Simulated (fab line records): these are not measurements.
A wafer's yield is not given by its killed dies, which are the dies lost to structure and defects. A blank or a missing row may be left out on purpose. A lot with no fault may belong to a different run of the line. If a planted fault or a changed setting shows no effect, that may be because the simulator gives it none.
Chamber matching -- flow n5Finfet -- N5_GATE_CUT_CMP_43 on cmp-03: 4 sister chambers
The step polishes SiO2. 4 wafers are shown with their chamber, then 7 later ones without.

## EACH WAFER AND ITS CHAMBER
wafer,chamber,motorCurrentA (A)
L084.6,2,11.5
L088.2,1,12.2
L089.3,0,10.6
L089.5,3,11.5

## WAFERS WHOSE CHAMBER IS MISSING
wafer,motorCurrentA (A)
L089.6,11.1
L094.3,11.2
L094.4,12.5
L094.6,12.2
L096.1,11.0
L096.2,12.5
L096.4,12.2

## EACH ONE'S CHAMBER
wafer,from the rows above,in truth
L089.6,can't be placed: 2 or 3 or 0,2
L094.3,can't be placed: 2 or 3 or 0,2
L094.4,1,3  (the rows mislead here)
L094.6,1,1
L096.1,can't be placed: 0 or 2 or 3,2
L096.2,1,1
L096.4,1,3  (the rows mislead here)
Placed correctly: 2 of 7. Cannot be placed on the basis of these rows: 3; the candidates contain the true chamber in 3. Placed wrongly: 2.
How it was worked out, from the rows above alone: a wafer's distance from a chamber is the root of the sum, over the readings, of the square of ((its reading less the chamber's mean) divided by the reading's scatter). The wafer belongs to the nearest chamber; if the next one is less than 2 further off, it can't be placed. Each chamber's mean is taken over the wafers shown for it. The scatter: with one shown wafer a chamber, the root of the mean of the squares of how far each hidden wafer lies from its nearest shown one.
